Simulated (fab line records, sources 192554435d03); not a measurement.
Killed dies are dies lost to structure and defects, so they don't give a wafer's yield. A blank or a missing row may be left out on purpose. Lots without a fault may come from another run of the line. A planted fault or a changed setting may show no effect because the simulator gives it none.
Which tool did it? | flow n5_finfet | 24 lots, 72 wafers sampled, at 6 steps of a route of 1938

WHAT THE GAUGES READ, wafer by wafer
N5_BEOL_M2_OCD_MEAS_38.
lot  | measured     | on     | trench_depth_nm (nm)
L074 | day 8 12:47  | ocd-02 | 56.9 56.4 55.2
L075 | day 8 13:01  | ocd-02 | 53.1 56.5 52.5
L077 | day 8 15:16  | ocd-02 | 54.0 55.1 54.2
L076 | day 8 18:11  | ocd-02 | 54.2 52.8 54.6
L078 | day 9 00:58  | ocd-01 | 52.3 53.0 55.2
L079 | day 9 18:19  | ocd-02 | 56.9 56.1 53.4
L080 | day 9 18:30  | ocd-02 | 52.2 54.4 52.4
L082 | day 9 18:33  | ocd-01 | 54.8 54.3 56.6
L084 | day 9 22:25  | ocd-01 | 54.3 56.2 54.5
L081 | day 10 02:01 | ocd-01 | 55.6 53.3 53.0
L086 | day 10 04:38 | ocd-01 | 55.0 52.7 55.3
L083 | day 10 19:46 | ocd-02 | 55.0 56.8 56.4
L085 | day 11 10:07 | ocd-02 | 53.4 57.1 55.3
L087 | day 12 01:58 | ocd-01 | 55.1 53.8 54.7
L088 | day 12 07:04 | ocd-02 | 54.0 55.9 57.6
L089 | day 12 07:32 | ocd-01 | 57.0 56.2 57.4
L090 | day 12 19:59 | ocd-02 | 55.3 53.6 56.2
L092 | day 13 01:36 | ocd-01 | 56.1 57.1 55.3
L091 | day 13 04:25 | ocd-01 | 55.0 56.5 53.9
L094 | day 13 12:26 | ocd-01 | 56.5 55.5 54.0
L093 | day 13 16:02 | ocd-02 | 57.0 55.1 54.8
L096 | day 13 21:24 | ocd-02 | 56.1 56.6 54.1
L095 | day 14 05:35 | ocd-02 | 56.2 56.8 56.1
L097 | day 14 21:55 | ocd-01 | 53.6 55.8 57.0

N5_BEOL_M2_INSPECT_59: inspects for defects (darkfield).
lot  | measured     | on                | raw_defect_count
L074 | day 8 16:56  | defect_inspect-02 | 75 82 30
L075 | day 8 18:02  | defect_inspect-01 | 69 82 66
L077 | day 8 19:31  | defect_inspect-01 | 69 106 83
L076 | day 8 23:40  | defect_inspect-01 | 118 76 108
L078 | day 9 05:29  | defect_inspect-02 | 66 79 43
L079 | day 9 22:31  | defect_inspect-01 | 57 78 54
L080 | day 9 23:23  | defect_inspect-01 | 77 82 54
L082 | day 9 23:47  | defect_inspect-02 | 60 37 56
L084 | day 10 05:29 | defect_inspect-01 | 52 78 54
L081 | day 10 06:20 | defect_inspect-01 | 50 54 54
L086 | day 10 08:41 | defect_inspect-02 | 147 117 92
L083 | day 11 01:25 | defect_inspect-02 | 63 35 73
L085 | day 11 15:56 | defect_inspect-01 | 91 72 55
L087 | day 12 05:40 | defect_inspect-01 | 69 97 34
L088 | day 12 13:55 | defect_inspect-02 | 54 44 66
L089 | day 12 11:51 | defect_inspect-01 | 71 76 65
L090 | day 13 01:10 | defect_inspect-02 | 61 60 59
L092 | day 13 05:25 | defect_inspect-02 | 43 61 30
L091 | day 13 09:25 | defect_inspect-01 | 96 49 49
L094 | day 13 17:49 | defect_inspect-02 | 78 115 67
L093 | day 13 20:13 | defect_inspect-01 | 76 169 90
L096 | day 14 01:47 | defect_inspect-01 | 34 54 68
L095 | day 14 09:20 | defect_inspect-01 | 61 88 88
L097 | day 15 01:58 | defect_inspect-01 | 133 77 130

WHICH TOOL RAN EACH LOT (tool, then ch and the chambers of the sampled wafers, then the start)
lot  | N5_BEOL_M2_ALD_84                   | N5_BEOL_M2_ANNEAL_80         | N5_BEOL_M2_ANNEAL_89         | N5_BEOL_M2_ANNEAL_91
L074 | ald_metal-01 ch 0,2,3, day 8 13:15  | pvd_sputter-02, day 8 14:22  | pvd_sputter-02, day 8 15:02  | pvd_sputter-02, day 8 15:15
L075 | ald_metal-04 ch 0,2,3, day 8 13:20  | pvd_sputter-01, day 8 15:14  | pvd_sputter-01, day 8 15:54  | pvd_sputter-01, day 8 16:07
L077 | ald_metal-02 ch 1,2,3, day 8 16:01  | pvd_sputter-02, day 8 16:56  | pvd_sputter-02, day 8 17:35  | pvd_sputter-02, day 8 17:49
L076 | ald_metal-04 ch 0,2,3, day 8 19:01  | pvd_sputter-03, day 8 19:54  | pvd_sputter-03, day 8 20:34  | pvd_sputter-03, day 8 20:47
L078 | ald_metal-01 ch 0,1,2, day 9 02:04  | pvd_sputter-01, day 9 02:55  | pvd_sputter-01, day 9 03:34  | pvd_sputter-01, day 9 03:47
L079 | ald_metal-04 ch 0,3, day 9 18:54    | pvd_sputter-03, day 9 19:54  | pvd_sputter-03, day 9 20:34  | pvd_sputter-03, day 9 20:47
L080 | ald_metal-02 ch 1,2, day 9 18:58    | pvd_sputter-01, day 9 20:50  | pvd_sputter-01, day 9 21:29  | pvd_sputter-01, day 9 21:43
L082 | ald_metal-01 ch 1,2,3, day 9 19:01  | pvd_sputter-02, day 9 21:05  | pvd_sputter-02, day 9 21:44  | pvd_sputter-02, day 9 21:58
L084 | ald_metal-01 ch 0,3, day 9 23:10    | pvd_sputter-01, day 10 01:49 | pvd_sputter-01, day 10 02:28 | pvd_sputter-01, day 10 02:41
L081 | ald_metal-01 ch 0,1,3, day 10 02:40 | pvd_sputter-01, day 10 03:39 | pvd_sputter-01, day 10 04:19 | pvd_sputter-01, day 10 04:32
L086 | ald_metal-02 ch 0,1,2, day 10 05:14 | pvd_sputter-02, day 10 06:07 | pvd_sputter-02, day 10 06:47 | pvd_sputter-02, day 10 07:00
L083 | ald_metal-01 ch 0,1, day 10 20:20   | pvd_sputter-03, day 10 22:53 | pvd_sputter-03, day 10 23:32 | pvd_sputter-03, day 10 23:46
L085 | ald_metal-04 ch 0,1,2, day 11 10:49 | pvd_sputter-02, day 11 13:20 | pvd_sputter-02, day 11 14:00 | pvd_sputter-02, day 11 14:13
L087 | ald_metal-01 ch 0,1,2, day 12 02:23 | pvd_sputter-01, day 12 03:08 | pvd_sputter-01, day 12 03:48 | pvd_sputter-01, day 12 04:01
L088 | ald_metal-01 ch 0,1,2, day 12 08:24 | pvd_sputter-02, day 12 11:08 | pvd_sputter-02, day 12 11:47 | pvd_sputter-02, day 12 12:01
L089 | ald_metal-02 ch 0,2,3, day 12 08:17 | pvd_sputter-02, day 12 09:17 | pvd_sputter-02, day 12 09:57 | pvd_sputter-02, day 12 10:10
L090 | ald_metal-01 ch 0,2,3, day 12 21:38 | pvd_sputter-01, day 12 22:38 | pvd_sputter-01, day 12 23:17 | pvd_sputter-01, day 12 23:31
L092 | ald_metal-04 ch 0,1,3, day 13 01:59 | pvd_sputter-02, day 13 02:52 | pvd_sputter-02, day 13 03:31 | pvd_sputter-02, day 13 03:44
L091 | ald_metal-01 ch 0,1,2, day 13 05:19 | pvd_sputter-01, day 13 06:13 | pvd_sputter-01, day 13 07:33 | pvd_sputter-01, day 13 07:46
L094 | ald_metal-01 ch 0,1,3, day 13 12:46 | pvd_sputter-02, day 13 15:09 | pvd_sputter-02, day 13 15:52 | pvd_sputter-02, day 13 16:07
L093 | ald_metal-02 ch 1,2,3, day 13 16:41 | pvd_sputter-02, day 13 17:37 | pvd_sputter-02, day 13 18:20 | pvd_sputter-02, day 13 18:33
L096 | ald_metal-01 ch 0,1,3, day 13 22:05 | pvd_sputter-02, day 13 23:15 | pvd_sputter-02, day 13 23:55 | pvd_sputter-02, day 14 00:08
L095 | ald_metal-02 ch 0,2, day 14 05:53   | pvd_sputter-02, day 14 06:47 | pvd_sputter-02, day 14 07:27 | pvd_sputter-02, day 14 07:40
L097 | ald_metal-02 ch 0,1,2, day 14 22:36 | pvd_sputter-02, day 14 23:23 | pvd_sputter-02, day 15 00:02 | pvd_sputter-02, day 15 00:16
- N5_BEOL_M2_ALD_84: deposits TaN, pulse time 2 s, purge time 3 s, co reactant purge time 2 s.
- N5_BEOL_M2_ANNEAL_80: time 240 s.
- N5_BEOL_M2_ANNEAL_89: time 240 s.
- N5_BEOL_M2_ANNEAL_91: time 240 s.

WHAT THE TOOLS THEMSELVES READ (means of the sampled wafers that have a number; where no wafer has one, the mark that the record gives instead)
N5_BEOL_M2_ALD_84.
lot  | tool         | heater_power_w (W)
L074 | ald_metal-01 | 402
L075 | ald_metal-04 | 399
L077 | ald_metal-02 | 422
L076 | ald_metal-04 | 409
L078 | ald_metal-01 | 411
L079 | ald_metal-04 | 386
L080 | ald_metal-02 | 414
L082 | ald_metal-01 | 423
L084 | ald_metal-01 | 390
L081 | ald_metal-01 | 416
L086 | ald_metal-02 | 462
L083 | ald_metal-01 | 417
L085 | ald_metal-04 | 400
L087 | ald_metal-01 | 409
L088 | ald_metal-01 | 414
L089 | ald_metal-02 | 407
L090 | ald_metal-01 | 399
L092 | ald_metal-04 | 383
L091 | ald_metal-01 | 413
L094 | ald_metal-01 | 418
L093 | ald_metal-02 | 427
L096 | ald_metal-01 | 411
L095 | ald_metal-02 | 398
L097 | ald_metal-02 | 456

N5_BEOL_M2_ANNEAL_80.
lot  | tool           | heater_power_w (W)
L074 | pvd_sputter-02 | 779
L075 | pvd_sputter-01 | 805
L077 | pvd_sputter-02 | 717
L076 | pvd_sputter-03 | 769
L078 | pvd_sputter-01 | 797
L079 | pvd_sputter-03 | 759
L080 | pvd_sputter-01 | 802
L082 | pvd_sputter-02 | 808
L084 | pvd_sputter-01 | 749
L081 | pvd_sputter-01 | 836
L086 | pvd_sputter-02 | 715
L083 | pvd_sputter-03 | 752
L085 | pvd_sputter-02 | 764
L087 | pvd_sputter-01 | 869
L088 | pvd_sputter-02 | 764
L089 | pvd_sputter-02 | 761
L090 | pvd_sputter-01 | 823
L092 | pvd_sputter-02 | 781
L091 | pvd_sputter-01 | 813
L094 | pvd_sputter-02 | 753
L093 | pvd_sputter-02 | 766
L096 | pvd_sputter-02 | 749
L095 | pvd_sputter-02 | 778
L097 | pvd_sputter-02 | 772

N5_BEOL_M2_ANNEAL_89.
lot  | tool           | heater_power_w (W)
L074 | pvd_sputter-02 | 764
L075 | pvd_sputter-01 | 809
L077 | pvd_sputter-02 | 729
L076 | pvd_sputter-03 | 761
L078 | pvd_sputter-01 | 787
L079 | pvd_sputter-03 | 749
L080 | pvd_sputter-01 | 808
L082 | pvd_sputter-02 | 810
L084 | pvd_sputter-01 | 755
L081 | pvd_sputter-01 | 833
L086 | pvd_sputter-02 | 715
L083 | pvd_sputter-03 | 750
L085 | pvd_sputter-02 | 785
L087 | pvd_sputter-01 | 884
L088 | pvd_sputter-02 | 745
L089 | pvd_sputter-02 | 757
L090 | pvd_sputter-01 | 810
L092 | pvd_sputter-02 | 776
L091 | pvd_sputter-01 | 805
L094 | pvd_sputter-02 | 753
L093 | pvd_sputter-02 | 757
L096 | pvd_sputter-02 | 767
L095 | pvd_sputter-02 | 776
L097 | pvd_sputter-02 | 777

N5_BEOL_M2_ANNEAL_91.
lot  | tool           | heater_power_w (W)
L074 | pvd_sputter-02 | 773
L075 | pvd_sputter-01 | 808
L077 | pvd_sputter-02 | 716
L076 | pvd_sputter-03 | 768
L078 | pvd_sputter-01 | 782
L079 | pvd_sputter-03 | 756
L080 | pvd_sputter-01 | 820
L082 | pvd_sputter-02 | 810
L084 | pvd_sputter-01 | 757
L081 | pvd_sputter-01 | 824
L086 | pvd_sputter-02 | 722
L083 | pvd_sputter-03 | 741
L085 | pvd_sputter-02 | 782
L087 | pvd_sputter-01 | 870
L088 | pvd_sputter-02 | 753
L089 | pvd_sputter-02 | 753
L090 | pvd_sputter-01 | 806
L092 | pvd_sputter-02 | 773
L091 | pvd_sputter-01 | 811
L094 | pvd_sputter-02 | 754
L093 | pvd_sputter-02 | 744
L096 | pvd_sputter-02 | 750
L095 | pvd_sputter-02 | 783
L097 | pvd_sputter-02 | 768

THE ANSWER, worked out from the rows above alone
Rule: what is usual is taken from the lots themselves. Put in order of their means at a reading, lots are off if they are a third of the lots or fewer, leave a main group of 4 or more, and stand apart from it by a gap of 3 or more times the standard deviation of the main group's means; of several such gaps the widest counts. A main group whose means are all the same, to the digits that the tables above print for the reading, isn't used. A lot without any number at a reading at which 4 lots or more have one is off too. The other lots that the step has rows for count as sound. The gauges are gone through in route order, then the tools' own readings, and for those a lot's mean is taken as printed above. The first step at which some lot is off is used, and at that step the reading that is off furthest; a lot without a number counts as furthest.
No lot is off at any reading shown: from this, nothing can be told.

WHAT THE SIMULATOR HAD PUT IN
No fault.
